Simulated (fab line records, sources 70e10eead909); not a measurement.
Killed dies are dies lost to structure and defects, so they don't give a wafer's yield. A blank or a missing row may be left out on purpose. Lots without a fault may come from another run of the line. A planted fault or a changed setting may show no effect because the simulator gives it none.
Chamber matching | flow nand_harc | NHARC_A_M0_CMP_23 on cmp-03: 4 sister chambers
The step polishes, t overpolish 20 s, target thk 113.75 nm. 8 wafers are shown with their chamber, then 12 later ones without.

WAFERS WITH THEIR CHAMBER
wafer  | chamber | motor_current_A (A) | time_to_endpoint_s (s)
L084.6 | 1       | 12.7                | 24.8
L085.5 | 0       | 11.8                | 30.3
L087.2 | 0       | 12.4                | 28.6
L087.3 | 1       | 13.5                | 27.8
L087.4 | 2       | 11.4                | 29.1
L087.1 | 3       | 13.6                | 30.5
L087.5 | 3       | 13.1                | 30.0
L087.6 | 2       | 11.4                | 30.0

WAFERS WITHOUT THEIR CHAMBER
wafer  | motor_current_A (A) | time_to_endpoint_s (s)
L089.1 | 11.9                | 28.9
L089.2 | 12.8                | 27.3
L089.6 | 11.8                | 27.3
L091.4 | 11.4                | 27.7
L091.5 | 11.2                | 24.1
L091.6 | 13.1                | 25.8
L096.1 | 15.0                | 27.2
L096.2 | 12.3                | 25.6
L096.3 | 11.1                | 27.6
L097.3 | 11.6                | 29.9
L097.4 | 11.7                | 28.2
L097.6 | 14.2                | 29.9

WHICH CHAMBER EACH WENT THROUGH
wafer  | from the rows above          | in truth
L089.1 | can't be placed: 0 or 2      | 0
L089.2 | can't be placed: 1 or 0 or 3 | 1
L089.6 | can't be placed: 0 or 2 or 1 | 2
L091.4 | can't be placed: 2 or 0      | 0
L091.5 | can't be placed: 2 or 0 or 1 | 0
L091.6 | 1                            | 1
L096.1 | can't be placed: 3 or 1      | 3
L096.2 | can't be placed: 1 or 0 or 2 | 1
L096.3 | can't be placed: 2 or 0      | 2
L097.3 | can't be placed: 2 or 0      | 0
L097.4 | can't be placed: 2 or 0      | 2
L097.6 | can't be placed: 3 or 1      | 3
Placed correctly: 1 of 12. Can't be placed from these rows: 11 (the true chamber is among the candidates in 11). Placed wrongly: 0.
How it was worked out, from the rows above alone: a wafer's distance from a chamber is the root of the sum, over the readings, of the square of ((its reading less the chamber's mean) divided by the reading's scatter). The wafer belongs to the nearest chamber; if the next one is less than 2 further off, it can't be placed. A chamber's mean is the mean of its shown wafers. The scatter: the root of (the sum of the squares of (reading less its chamber's mean) over the shown wafers, divided by (wafers less chambers)).
